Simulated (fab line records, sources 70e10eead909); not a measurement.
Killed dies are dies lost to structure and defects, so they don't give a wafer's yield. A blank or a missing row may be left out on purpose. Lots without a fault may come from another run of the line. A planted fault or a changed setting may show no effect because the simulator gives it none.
Which tool did it? | flow nand_harc | 15 lots, 45 wafers sampled, at 4 steps of a route of 1159

WHAT THE GAUGES READ, wafer by wafer
NHARC_P_M0_INSPECT_27. Usual: raw_defect_count 314, standard deviation 150.
lot  | measured     | on                | raw_defect_count | flag
L739 | day 6 01:35  | defect_inspect-02 | 185 147 242      |
L743 | day 6 22:13  | defect_inspect-02 | 276 222 191      |
L742 | day 7 03:07  | defect_inspect-01 | 256 290 216      |
L745 | day 7 04:00  | defect_inspect-02 | 332 705 831      |
L744 | day 7 04:52  | defect_inspect-01 | 471 221 293      |
L748 | day 8 01:16  | defect_inspect-02 | 238 612 219      |
L747 | day 8 06:16  | defect_inspect-01 | 216 287 275      |
L749 | day 8 15:15  | defect_inspect-02 | 434 248 272      |
L752 | day 9 03:11  | defect_inspect-02 | 377 296 254      |
L750 | day 9 03:38  | defect_inspect-02 | 161 430 249      |
L751 | day 9 04:28  | defect_inspect-02 | 128 339 339      |
L754 | day 9 20:30  | defect_inspect-02 | 221 217 178      |
L753 | day 9 21:05  | defect_inspect-02 | 371 201 336      |
L756 | day 10 02:39 | defect_inspect-02 | 275 342 191      |
L755 | day 10 03:37 | defect_inspect-01 | 294 450 258      |

WHICH TOOL RAN EACH LOT (tool, then ch and the chambers of the sampled wafers, then the start)
lot  | NHARC_P_M0_ETCH_34                 | NHARC_P_M0_PVD_20            | NHARC_P_M0_CMP_23
L739 | rie_diel-02 ch 1,2,3, day 5 23:12  | pvd_sputter-03, day 6 00:08  | cmp-04 ch 0,1, day 6 01:07
L743 | rie_diel-02 ch 1,2, day 6 19:43    | pvd_sputter-01, day 6 20:43  | cmp-03 ch 1,2, day 6 21:42
L742 | rie_diel-02 ch 2,3, day 7 00:32    | pvd_sputter-03, day 7 01:41  | cmp-03 ch 0,3, day 7 02:38
L745 | rie_diel-02 ch 0,1,3, day 7 01:29  | pvd_sputter-02, day 7 02:29  | cmp-04 ch 0,2,3, day 7 03:35
L744 | rie_diel-13 ch 0,3, day 7 02:22    | pvd_sputter-02, day 7 03:19  | cmp-04 ch 2,3, day 7 04:23
L748 | rie_diel-02 ch 0,2,3, day 7 22:52  | pvd_sputter-03, day 7 23:49  | cmp-01 ch 1,2,3, day 8 00:48
L747 | rie_diel-06 ch 1,2,3, day 8 03:53  | pvd_sputter-01, day 8 04:50  | cmp-01 ch 0,2,3, day 8 05:47
L749 | rie_diel-02 ch 0,1,3, day 8 12:50  | pvd_sputter-02, day 8 13:47  | cmp-03 ch 0,1,2, day 8 14:49
L752 | rie_diel-06 ch 1,3, day 9 00:41    | pvd_sputter-03, day 9 01:37  | cmp-01 ch 0,1,2, day 9 02:43
L750 | rie_diel-06 ch 0,1,2, day 9 01:14  | pvd_sputter-01, day 9 02:10  | cmp-04 ch 0,1, day 9 03:10
L751 | rie_diel-02 ch 1,2,3, day 9 02:02  | pvd_sputter-01, day 9 02:59  | cmp-04 ch 0,3, day 9 04:01
L754 | rie_diel-06 ch 1,2, day 9 17:47    | pvd_sputter-03, day 9 18:43  | cmp-04 ch 0,1,2, day 9 20:00
L753 | rie_diel-06 ch 0,1, day 9 18:18    | pvd_sputter-01, day 9 19:16  | cmp-01 ch 0,1, day 9 20:37
L756 | rie_diel-02 ch 2,3, day 10 00:16   | pvd_sputter-03, day 10 01:14 | cmp-01 ch 1,2,3, day 10 02:16
L755 | rie_diel-06 ch 1,2,3, day 10 01:13 | pvd_sputter-03, day 10 02:11 | cmp-03 ch 2,3, day 10 03:08
- NHARC_P_M0_ETCH_34: etches the open film in N2/H2, target depth 40 nm, overetch 12 nm, time 43.94 s.
- NHARC_P_M0_PVD_20: deposits TaN, target thk 5 nm, time 8.06 s.
- NHARC_P_M0_CMP_23: polishes, t overpolish 20 s, target thk 117.53 nm.

WHAT THE TOOLS THEMSELVES READ (means of the sampled wafers that have a number; where no wafer has one, the mark that the record gives instead)
NHARC_P_M0_ETCH_34. Usual: drypump_motor_current_A 5.8 A, standard deviation 0.48; oes_product_au 0.995 a.u., standard deviation 0.0075; rf_vpp_V 431.3 V, standard deviation 2.6; showerhead_plenum_p_Torr 2.07 Torr, standard deviation 0.089; throttle_valve_pct 14.171 %, standard deviation 0.0082.
lot  | tool        | drypump_motor_current_A (A) | oes_product_au (a.u.) | rf_vpp_V (V) | showerhead_plenum_p_Torr (Torr) | throttle_valve_pct (%) | flag
L739 | rie_diel-02 | 5.9                         | 1.005                 | 429.3        | 2.00                            | 14.167                 |
L743 | rie_diel-02 | 6.1                         | 1.000                 | 429.9        | 2.03                            | 14.173                 |
L742 | rie_diel-02 | 5.7                         | 1.002                 | 430.8        | 2.02                            | 14.177                 |
L745 | rie_diel-02 | 5.7                         | 0.997                 | 428.0        | 1.95                            | 14.168                 |
L744 | rie_diel-13 | 5.9                         | 0.989                 | 431.0        | 2.07                            | 14.168                 |
L748 | rie_diel-02 | 5.7                         | 0.999                 | 428.5        | 1.99                            | 14.177                 |
L747 | rie_diel-06 | 5.6                         | 0.991                 | 433.7        | 2.14                            | 14.173                 |
L749 | rie_diel-02 | 5.7                         | 0.997                 | 428.1        | 1.95                            | 14.173                 |
L752 | rie_diel-06 | 5.8                         | 0.993                 | 432.9        | 2.12                            | 14.168                 |
L750 | rie_diel-06 | 5.9                         | 0.990                 | 433.7        | 2.15                            | 14.173                 |
L751 | rie_diel-02 | 5.9                         | 1.004                 | 430.2        | 2.00                            | 14.166                 |
L754 | rie_diel-06 | 5.8                         | 0.997                 | 434.0        | 2.18                            | 14.174                 |
L753 | rie_diel-06 | 6.0                         | 0.987                 | 432.9        | 2.12                            | 14.167                 |
L756 | rie_diel-02 | 5.9                         | 0.997                 | 431.2        | 2.04                            | 14.176                 |
L755 | rie_diel-06 | 5.6                         | 0.991                 | 433.3        | 2.14                            | 14.168                 |

NHARC_P_M0_PVD_20. Usual: bias_v 168.4 V, standard deviation 1.7; cathode_dc_power_W 15000 W, standard deviation 2.8; throttle_valve_pct 29.8 %, standard deviation 0.84.
lot  | tool           | bias_v (V) | cathode_dc_power_W (W) | throttle_valve_pct (%) | flag
L739 | pvd_sputter-03 | 167.5      | 15000                  | 29.9                   |
L743 | pvd_sputter-01 | 168.9      | 14999                  | 29.5                   |
L742 | pvd_sputter-03 | 169.2      | 14998                  | 29.4                   |
L745 | pvd_sputter-02 | 168.5      | 14999                  | 30.2                   |
L744 | pvd_sputter-02 | 167.8      | 15001                  | 30.6                   |
L748 | pvd_sputter-03 | 168.8      | 15000                  | 29.9                   |
L747 | pvd_sputter-01 | 168.2      | 14999                  | 30.0                   |
L749 | pvd_sputter-02 | 166.1      | 15000                  | 31.3                   |
L752 | pvd_sputter-03 | 169.8      | 15000                  | 29.7                   |
L750 | pvd_sputter-01 | 167.9      | 14997                  | 28.9                   |
L751 | pvd_sputter-01 | 166.9      | 15005                  | 29.0                   |
L754 | pvd_sputter-03 | -          | -                      | -                      | OFF
L753 | pvd_sputter-01 | -          | -                      | -                      | OFF
L756 | pvd_sputter-03 | -          | -                      | -                      | OFF
L755 | pvd_sputter-03 | 167.5      | 15000                  | 30.0                   |

NHARC_P_M0_CMP_23. Usual: motor_current_A 13.0 A, standard deviation 1.5; time_to_endpoint_s 28.5 s, standard deviation 2.
lot  | tool   | motor_current_A (A) | time_to_endpoint_s (s) | flag
L739 | cmp-04 | 14.9                | 26.1                   |
L743 | cmp-03 | 11.8                | 28.2                   |
L742 | cmp-03 | 13.7                | 30.1                   |
L745 | cmp-04 | 12.8                | 26.9                   |
L744 | cmp-04 | 11.3                | 26.4                   |
L748 | cmp-01 | 12.3                | 25.9                   |
L747 | cmp-01 | 12.5                | 29.1                   |
L749 | cmp-03 | 13.1                | 25.1                   |
L752 | cmp-01 | 12.4                | 30.5                   |
L750 | cmp-04 | 15.2                | 30.5                   |
L751 | cmp-04 | 12.5                | 28.0                   |
L754 | cmp-04 | 13.3                | 31.1                   |
L753 | cmp-01 | 13.2                | 28.3                   |
L756 | cmp-01 | 12.7                | 30.1                   |
L755 | cmp-03 | 12.6                | 28.9                   |

THE ANSWER, worked out from the rows above alone
Rule: a lot is off if the mean of its wafers that have a number lies more than 3 standard deviations from the usual mean. A lot without any number at a reading at which 4 lots or more have one is off too. The other lots that the step has rows for count as sound. The gauges are gone through in route order, then the tools' own readings, and for those a lot's mean is taken as printed above. The first step at which some lot is off is used, and at that step the reading that is off furthest; a lot without a number counts as furthest.
Off: L754, L753, L756, at NHARC_P_M0_PVD_20 (bias_v). Without a number there: L754, L753, L756.
A tool fits if, at that step or a process step before it, it ran every lot that is off, and no sound lot after the first of them. None of those tried fits.

WHAT THE SIMULATOR HAD PUT IN
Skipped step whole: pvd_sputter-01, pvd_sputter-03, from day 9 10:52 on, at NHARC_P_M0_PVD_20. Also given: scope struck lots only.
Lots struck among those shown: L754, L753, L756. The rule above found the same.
